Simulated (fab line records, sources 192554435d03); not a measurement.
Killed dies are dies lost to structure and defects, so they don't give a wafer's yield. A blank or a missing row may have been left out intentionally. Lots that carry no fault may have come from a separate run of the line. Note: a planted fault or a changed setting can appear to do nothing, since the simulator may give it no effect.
Which tool was responsible? + flow n5 finfet + 66 wafers from 22 lots sampled at 4 of the route's 1938 steps

WHAT THE GAUGES READ, wafer by wafer
N5_BEOL_M8_THK_MEAS_53: measures by xrf.
| lot  | measured     | on            | M8_THK (nm)    |
|------|--------------|---------------|----------------|
| L074 | day 11 01:23 | film metro-02 | 76.5 77.5 77.3 |
| L075 | day 11 04:47 | film metro-02 | 80.7 76.5 73.8 |
| L076 | day 11 05:31 | film metro-02 | 77.4 79.0 77.4 |
| L077 | day 11 14:35 | film metro-02 | 79.3 78.1 80.4 |
| L078 | day 11 21:25 | film metro-02 | 79.3 78.9 75.0 |
| L080 | day 12 11:07 | film metro-02 | 80.1 80.9 75.8 |
| L079 | day 12 14:34 | film metro-02 | 79.4 78.3 78.7 |
| L081 | day 12 16:23 | film metro-01 | 77.0 79.9 75.6 |
| L082 | day 12 21:50 | film metro-01 | 79.3 80.9 80.0 |
| L083 | day 13 01:22 | film metro-02 | 76.9 78.6 79.6 |
| L084 | day 13 06:44 | film metro-01 | 77.4 77.5 77.7 |
| L087 | day 13 18:57 | film metro-01 | 78.5 80.0 76.3 |
| L085 | day 14 01:40 | film metro-02 | 77.9 78.4 80.7 |
| L086 | day 14 06:06 | film metro-01 | 77.7 80.9 76.6 |
| L089 | day 14 09:30 | film metro-01 | 78.0 80.8 77.3 |
| L088 | day 14 17:40 | film metro-02 | 77.1 80.0 78.6 |
| L090 | day 15 08:11 | film metro-02 | 77.8 81.6 80.5 |
| L095 | day 15 19:40 | film metro-02 | 80.5 80.1 79.2 |
| L093 | day 15 21:26 | film metro-01 | 76.4 78.1 77.1 |
| L094 | day 16 08:49 | film metro-02 | 78.4 78.7 79.4 |
| L097 | day 17 05:49 | film metro-02 | 75.9 76.7 77.2 |
| L096 | day 17 09:14 | film metro-02 | 78.0 81.7 78.3 |

WHAT TOOL EACH LOT RAN ON (gives the tool, then ch and the chambers of the sampled wafers, and finally the start)
| lot  | N5_BEOL_M7_STRIP_36                | N5_BEOL_M7_CMP_52             | N5_BEOL_M8_ILD_DEP_00           |
|------|------------------------------------|-------------------------------|---------------------------------|
| L074 | rie diel-01 ch 0,3, day 10 11:50   | cmp-02 ch 1,2,3, day 10 16:19 | pecvd-01 ch 0,1, day 10 16:42   |
| L075 | rie diel-04 ch 0,1,3, day 10 15:37 | cmp-04 ch 0,1,3, day 10 19:25 | pecvd-01 ch 0,1, day 10 19:54   |
| L076 | rie diel-01 ch 0,1, day 10 16:04   | cmp-04 ch 1,3, day 10 21:10   | pecvd-01 ch 0,1, day 10 21:37   |
| L077 | rie diel-04 ch 0,2, day 11 00:47   | cmp-04 ch 0,1,3, day 11 05:01 | pecvd-03 ch 0,1,2, day 11 05:26 |
| L078 | rie diel-03 ch 0,1,3, day 11 07:36 | cmp-04 ch 0,1,3, day 11 13:13 | pecvd-04 ch 1,2, day 11 13:40   |
| L080 | rie diel-04 ch 1,2, day 11 22:33   | cmp-04 ch 1,2,3, day 12 01:34 | pecvd-03 ch 0,1, day 12 01:58   |
| L079 | rie diel-01 ch 2,3, day 12 00:23   | cmp-03 ch 0,2,3, day 12 04:32 | pecvd-01 ch 0,1, day 12 04:59   |
| L081 | rie diel-03 ch 2,3, day 12 02:47   | cmp-03 ch 0,1,2, day 12 05:20 | pecvd-04 ch 0,1,2, day 12 05:47 |
| L082 | rie diel-04 ch 2,3, day 12 12:18   | cmp-02 ch 0,1,3, day 12 14:37 | pecvd-04 ch 1,2, day 12 15:06   |
| L083 | rie diel-03 ch 0,2,3, day 12 12:28 | cmp-03 ch 0,1,3, day 12 16:37 | pecvd-01 ch 0,1,2, day 12 17:06 |
| L084 | rie diel-04 ch 0,1,2, day 12 16:35 | cmp-03 ch 1,2, day 12 20:35   | pecvd-03 ch 0,1, day 12 21:04   |
| L087 | rie diel-01 ch 2,3, day 13 06:26   | cmp-03 ch 1,2, day 13 09:10   | pecvd-04 ch 0,1,2, day 13 09:39 |
| L085 | rie diel-04 ch 1,2,3, day 13 15:41 | cmp-02 ch 1,2,3, day 13 18:08 | pecvd-01 ch 0,1, day 13 18:32   |
| L086 | rie diel-03 ch 0,2, day 13 21:23   | cmp-03 ch 1,2,3, day 13 23:40 | pecvd-04 ch 0,1, day 14 00:07   |
| L089 | rie diel-01 ch 0,3, day 13 23:08   | cmp-04 ch 1,2,3, day 14 01:19 | pecvd-04 ch 0,2, day 14 01:46   |
| L088 | rie diel-04 ch 2,3, day 14 05:17   | cmp-03 ch 0,1,3, day 14 08:19 | pecvd-01 ch 0,2, day 14 08:41   |
| L090 | rie diel-03 ch 1,2,3, day 14 21:18 | cmp-03 ch 0,2, day 14 23:38   | pecvd-04 ch 0,2, day 15 00:08   |
| L095 | rie diel-03 ch 2,3, day 15 08:59   | cmp-02 ch 0,1, day 15 11:34   | pecvd-03 ch 0,1,2, day 15 12:01 |
| L093 | rie diel-01 ch 0,1,2, day 15 09:19 | cmp-04 ch 1,2, day 15 11:48   | pecvd-01 ch 1,2, day 15 12:18   |
| L094 | rie diel-03 ch 0,1, day 15 18:43   | cmp-04 ch 0,3, day 15 21:35   | pecvd-01 ch 0,2, day 15 22:04   |
| L097 | rie diel-04 ch 1,2, day 16 18:57   | cmp-02 ch 0,1,2, day 16 22:17 | pecvd-03 ch 0,1,2, day 16 22:46 |
| L096 | rie diel-04 ch 0,2,3, day 16 19:21 | cmp-02 ch 0,1,3, day 16 22:44 | pecvd-03 ch 0,1,2, day 16 23:13 |
- N5_BEOL_M7_STRIP_36: strips in N2/H2.
- N5_BEOL_M7_CMP_52: polishes, stops on SiCOH lowk, t overpolish 6.9 s, target thk 80 nm.
- N5_BEOL_M8_ILD_DEP_00: deposits SiCOH lowk from DEMS/porogen, target thk 179.75 nm, time 33.4 s.

WHAT THE TOOLS THEMSELVES READ (means of the sampled wafers that have a number; where no wafer has one, the mark that the record gives instead)
N5_BEOL_M7_STRIP_36.
| lot  | tool        | drypump motor current A (A) | oes product au (a.u.) | rf vpp V (V) | showerhead plenum p Torr (Torr) | throttle valve pct (%) |
|------|-------------|-----------------------------|-----------------------|--------------|---------------------------------|------------------------|
| L074 | rie diel-01 | 6.2                         | 0.85                  | 59.7         | 2.55                            | 23.2                   |
| L075 | rie diel-04 | 6.0                         | 0.73                  | 60.9         | 2.54                            | 23.9                   |
| L076 | rie diel-01 | 6.2                         | 0.78                  | 57.6         | 2.45                            | 23.7                   |
| L077 | rie diel-04 | 5.7                         | 0.77                  | 60.0         | 2.58                            | 23.5                   |
| L078 | rie diel-03 | 5.8                         | 0.75                  | 59.2         | 2.54                            | 23.8                   |
| L080 | rie diel-04 | 5.8                         | 0.81                  | 58.9         | 2.47                            | 24.2                   |
| L079 | rie diel-01 | 5.9                         | 0.74                  | 59.9         | 2.63                            | 23.8                   |
| L081 | rie diel-03 | 5.3                         | 0.77                  | 58.8         | 2.57                            | 23.8                   |
| L082 | rie diel-04 | 5.5                         | 0.85                  | 59.7         | 2.51                            | 23.7                   |
| L083 | rie diel-03 | 5.4                         | 0.76                  | 58.7         | 2.54                            | 23.9                   |
| L084 | rie diel-04 | 5.8                         | 0.78                  | 59.5         | 2.52                            | 23.9                   |
| L087 | rie diel-01 | 5.9                         | 0.73                  | 59.2         | 2.63                            | 23.8                   |
| L085 | rie diel-04 | 5.8                         | 0.78                  | 59.6         | 2.49                            | 24.0                   |
| L086 | rie diel-03 | 4.9                         | 0.71                  | 59.2         | 2.57                            | 24.1                   |
| L089 | rie diel-01 | 6.2                         | 0.77                  | 61.0         | 2.59                            | 23.5                   |
| L088 | rie diel-04 | 5.7                         | 0.78                  | 58.5         | 2.51                            | 23.8                   |
| L090 | rie diel-03 | 5.7                         | 0.74                  | 58.3         | 2.56                            | 23.8                   |
| L095 | rie diel-03 | 5.8                         | 0.77                  | 58.7         | 2.50                            | 23.7                   |
| L093 | rie diel-01 | 6.0                         | 0.74                  | 57.7         | 2.51                            | 23.7                   |
| L094 | rie diel-03 | 5.7                         | 0.69                  | 60.2         | 2.58                            | 23.9                   |
| L097 | rie diel-04 | 5.8                         | 0.76                  | 58.1         | 2.46                            | 24.2                   |
| L096 | rie diel-04 | 5.7                         | 0.84                  | 58.4         | 2.53                            | 23.5                   |

N5_BEOL_M7_CMP_52.
| lot  | tool   | barrier field endpoint s (s) | head pressure psi (psi) | motor current A (A) | overpolish run s (s) | platen rpm (rpm) | time to endpoint s (s) |
|------|--------|------------------------------|-------------------------|---------------------|----------------------|------------------|------------------------|
| L074 | cmp-02 | 29.3                         | 1.0020                  | 6.0                 | 6.899                | 49.994           | 61.5                   |
| L075 | cmp-04 | 28.9                         | 1.0001                  | 6.1                 | 6.904                | 50.047           | 63.7                   |
| L076 | cmp-04 | 28.3                         | 0.9979                  | 6.2                 | 6.904                | 49.995           | 60.6                   |
| L077 | cmp-04 | 28.8                         | 1.0018                  | 6.0                 | 6.914                | 50.012           | 63.9                   |
| L078 | cmp-04 | 29.3                         | 1.0005                  | 6.2                 | 6.910                | 49.987           | 60.6                   |
| L080 | cmp-04 | 28.6                         | 1.0025                  | 5.9                 | 6.895                | 49.983           | 60.2                   |
| L079 | cmp-03 | 28.6                         | 1.0006                  | 6.5                 | 6.903                | 49.994           | 59.5                   |
| L081 | cmp-03 | 28.7                         | 1.0002                  | 6.2                 | 6.908                | 50.012           | 60.1                   |
| L082 | cmp-02 | 28.7                         | 0.9995                  | 5.9                 | 6.901                | 50.023           | 59.1                   |
| L083 | cmp-03 | 28.4                         | 0.9997                  | 6.1                 | 6.893                | 49.982           | 62.6                   |
| L084 | cmp-03 | 29.9                         | 0.9982                  | 5.4                 | 6.902                | 50.003           | 68.3                   |
| L087 | cmp-03 | 29.3                         | 0.9969                  | 5.4                 | 6.894                | 49.969           | 64.5                   |
| L085 | cmp-02 | 29.2                         | 1.0000                  | 6.0                 | 6.903                | 50.010           | 64.6                   |
| L086 | cmp-03 | 28.7                         | 0.9989                  | 5.8                 | 6.898                | 50.016           | 60.7                   |
| L089 | cmp-04 | 29.3                         | 1.0002                  | 6.1                 | 6.891                | 49.992           | 62.9                   |
| L088 | cmp-03 | 28.8                         | 1.0000                  | 6.4                 | 6.901                | 49.999           | 63.3                   |
| L090 | cmp-03 | 29.2                         | 0.9994                  | 6.4                 | 6.903                | 49.968           | 67.3                   |
| L095 | cmp-02 | 28.3                         | 0.9989                  | 5.4                 | 6.903                | 50.000           | 61.5                   |
| L093 | cmp-04 | 28.7                         | 1.0023                  | 6.1                 | 6.901                | 50.007           | 60.1                   |
| L094 | cmp-04 | 29.3                         | 1.0003                  | 6.3                 | 6.906                | 49.976           | 62.1                   |
| L097 | cmp-02 | 28.1                         | 0.9994                  | 5.7                 | 6.892                | 50.014           | 60.0                   |
| L096 | cmp-02 | 28.6                         | 1.0025                  | 5.7                 | 6.903                | 50.025           | 61.9                   |

N5_BEOL_M8_ILD_DEP_00.
| lot  | tool     | heater power w (W) | showerhead plenum p Torr (Torr) | throttle valve pct (%) |
|------|----------|--------------------|---------------------------------|------------------------|
| L074 | pecvd-01 | 340                | 5.733                           | 14.3                   |
| L075 | pecvd-01 | 329                | 5.752                           | 14.2                   |
| L076 | pecvd-01 | 349                | 5.747                           | 14.4                   |
| L077 | pecvd-03 | 281                | 5.740                           | 14.2                   |
| L078 | pecvd-04 | 295                | 5.744                           | 14.0                   |
| L080 | pecvd-03 | 318                | 5.743                           | 14.4                   |
| L079 | pecvd-01 | 309                | 5.753                           | 14.4                   |
| L081 | pecvd-04 | 312                | 5.744                           | 14.2                   |
| L082 | pecvd-04 | 323                | 5.745                           | 14.1                   |
| L083 | pecvd-01 | 309                | 5.741                           | 14.3                   |
| L084 | pecvd-03 | 310                | 5.745                           | 15.0                   |
| L087 | pecvd-04 | 297                | 5.745                           | 14.2                   |
| L085 | pecvd-01 | 345                | 5.758                           | 14.3                   |
| L086 | pecvd-04 | 267                | 5.760                           | 14.5                   |
| L089 | pecvd-04 | 261                | 5.741                           | 14.3                   |
| L088 | pecvd-01 | 310                | 5.734                           | 14.7                   |
| L090 | pecvd-04 | 326                | 5.733                           | 13.8                   |
| L095 | pecvd-03 | 264                | 5.748                           | 14.3                   |
| L093 | pecvd-01 | 312                | 5.713                           | 14.2                   |
| L094 | pecvd-01 | 291                | 5.723                           | 14.5                   |
| L097 | pecvd-03 | 300                | 5.741                           | 14.5                   |
| L096 | pecvd-03 | 261                | 5.747                           | 14.6                   |

THE ANSWER, worked out from the rows above alone
Rule: usual is defined by the lots themselves. Put in order of their means at a reading, lots are off if they are a third of the lots or fewer, leave a main group of 4 or more, and stand apart from it by a gap of 3 or more times the standard deviation of the main group's means; of several such gaps the widest counts. Not used: any main group whose means are identical at the precision the tables above print for the reading. Also off: a lot with no number at a reading for which 4 or more lots have one. The other lots that the step has rows for count as sound. First the gauges in route order, then the tools' own readings, where a lot's mean is used as printed above. The first step at which some lot is off is used, and at that step the reading that is off furthest; a lot without a number counts as furthest.
No lot is off on any of the readings shown, so nothing can be concluded from this.

WHAT HAD BEEN PUT IN BY THE SIMULATOR
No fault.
